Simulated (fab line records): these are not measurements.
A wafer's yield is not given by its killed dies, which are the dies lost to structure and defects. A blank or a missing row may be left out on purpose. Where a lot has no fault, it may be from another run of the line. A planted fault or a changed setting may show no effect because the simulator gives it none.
One fault seen from 2 desks    flow n5_finfet    each desk has only its own numbers; what lay behind them comes last

AT THE TOOL OWNER'S DESK: rie_diel-02
The tool's own readings at N5_BEOL_M14_TRENCH_ETCH_34 (etches SiO2 in C4F8/O2/Ar, target depth 556.65 nm, time 126.9 s): means of the sampled wafers that have a number, for each lot that ran on this tool. The brackets show how far a lot's mean lies from the usual mean; more than 4 standard deviations puts the lot out of limits, marked OUT.
Columns: A = drypump_motor_current_A at N5_BEOL_M14_TRENCH_ETCH_34, usual 5.7 A; B = oes_product_au at N5_BEOL_M14_TRENCH_ETCH_34, usual 0.83 a.u.; C = rf_vpp_V at N5_BEOL_M14_TRENCH_ETCH_34, usual 2187 V; D = showerhead_plenum_p_Torr at N5_BEOL_M14_TRENCH_ETCH_34, usual 3.44 Torr; E = throttle_valve_pct at N5_BEOL_M14_TRENCH_ETCH_34, usual 30.74 %
lot   first seen here  A    B     C     D     E
L367  day 10 20:10     5.9  0.83  2172  3.38  30.67
L377  day 13 17:59     5.7  0.85  2173  3.39  30.61
L381  day 14 06:50     6.2  0.89  2214  3.44  30.61
L380  day 14 09:01     6.1  0.92  2146  3.48  30.68
L382  day 14 23:23     6.2  0.86  2213  3.44  30.60
This desk found nothing out of limits on any of the 5 lots.

THE METROLOGY DESK
What the gauges read, lot by lot, whatever tool the lot ran on: means of the sampled wafers that have a number. The brackets show how far a lot's mean lies from the usual mean; more than 4 standard deviations puts the lot out of limits, marked OUT. Shown are 7 of the 30 readings it has, namely the first that went out of limits plus those furthest out on some lot.
Columns: A = trench_depth_nm at N5_BEOL_M14_OCD_MEAS_35, usual 547 nm; B = M14_THK at N5_BEOL_M14_THK_MEAS_50, usual 546 nm; C = M14_RS at N5_BEOL_M14_RS_MEAS_54, usual 0.0339 ohm/sq; D = COMB_M10 at N5_BEOL_M15_RC_MEAS_101, usual 1.4e-11 S/m; E = COMB_M13_max_site at N5_BEOL_M15_RC_MEAS_101, usual 7.1e-12 S/m; F = SERP_M14 at N5_BEOL_M15_RC_MEAS_101, usual 0.163 ohm/um; G = SERP_M14_max_site at N5_BEOL_M15_RC_MEAS_101, usual 0.165 ohm/um
lot   first seen here  A               B    C                  D        E        F                 G
L367  day 10 19:00     548             545  0.0338             1.3e-11  6.2e-12  0.164             0.167
L377  day 13 16:59     538             539  0.0344             1.5e-11  8.7e-12  0.168             0.171
L381  day 14 06:17     461 (-4.1) OUT  462  0.0403 (+5.0) OUT  1.1e-11  5.5e-12  0.196 (+4.5) OUT  0.199 (+4.5) OUT
L380  day 14 08:29     503             509  0.0371             1.2e-11  6.5e-12  0.181             0.182
L382  day 14 22:50     490             495  0.0381             2.0e-11  1.2e-11  0.186             0.189
L388  day 16 21:37     536             537  0.0345             1.8e-11  1.0e-11  0.166             0.168
L389  day 17 01:56     530             530  0.0349             1.1e-11  5.6e-12  0.168             0.170
Finding of this desk: L381 out of limits; the first was L381 at day 14 06:59, on trench_depth_nm at N5_BEOL_M14_OCD_MEAS_35. L367, L377, L380, L382, L388, L389 stayed within limits.

PUT TOGETHER
The metrology desk could have raised an alarm at day 14 06:59, on L381.
The desk of the tool owner found nothing out of limits.
Tool owner's desk: L381 on record, inside its limits.
The lots listed all ran N5_BEOL_M14_TRENCH_ETCH_34 on rie_diel-02.

WHAT THE SIMULATOR HAD INSERTED
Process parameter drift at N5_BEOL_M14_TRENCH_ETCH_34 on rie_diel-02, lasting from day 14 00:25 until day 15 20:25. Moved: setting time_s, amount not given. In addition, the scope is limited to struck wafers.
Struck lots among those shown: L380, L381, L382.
Time in hours between the start of the fault and the first out-of-limits reading at each desk: metrology desk, 7.
